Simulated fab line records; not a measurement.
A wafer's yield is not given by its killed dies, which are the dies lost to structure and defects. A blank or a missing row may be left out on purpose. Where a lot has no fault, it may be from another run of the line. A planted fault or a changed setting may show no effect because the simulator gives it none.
Matching of chambers | flow n5-finfet | N5_BEOL_M5_ALD_86 on ald-metal-03 has 4 sister chambers
The step deposits TaN, pulse time 2 s, purge time 3 s, co reactant purge time 2 s. 14 wafers are shown with their chamber, then 7 later ones without.

## WAFERS WITH THEIR CHAMBER
wafer  | chamber | heater-power-w (W)
L074.2 | 2       | 424
L074.3 | 1       | 382
L074.5 | 0       | 539
L075.3 | 2       | 420
L075.4 | 3       | 458
L075.6 | 0       | 531
L080.1 | 2       | 426
L080.2 | 3       | 454
L080.4 | 0       | 533
L086.2 | 2       | 413
L086.3 | 3       | 462
L086.5 | 1       | 383
L090.3 | 1       | 389
L090.4 | 0       | 524

SIGNATURES, as means of the wafers listed above
reading        | chamber 0 | chamber 1 | chamber 2 | chamber 3 | scatter within a chamber
heater-power-w | 531.75    | 384.67    | 420.75    | 458.00    | 5.24
Rule: a wafer lies at a distance from a chamber equal to the root of the sum of squares, over the readings, of (its reading less the chamber's mean, divided by the reading's scatter). The wafer belongs to the nearest chamber; if the next one is less than 2 further off, it can't be placed. The scatter: the root of (the sum of the squares of (reading less its chamber's mean) over the shown wafers, divided by (wafers less chambers)).

## WAFERS WHOSE CHAMBER IS MISSING
wafer  | heater-power-w (W)
L090.5 | 424
L095.1 | 421
L095.2 | 467
L095.3 | 387
L097.1 | 529
L097.3 | 388
L097.6 | 477

## EACH ONE'S CHAMBER
wafer  | from the rows above | in truth
L090.5 | 2                   | 2
L095.1 | 2                   | 2
L095.2 | 3                   | 3
L095.3 | 1                   | 1
L097.1 | 0                   | 0
L097.3 | 1                   | 1
L097.6 | 3                   | 3
Correct placement for 7 of the 7. Left unplaced by these rows: 0. 0 placed wrongly.
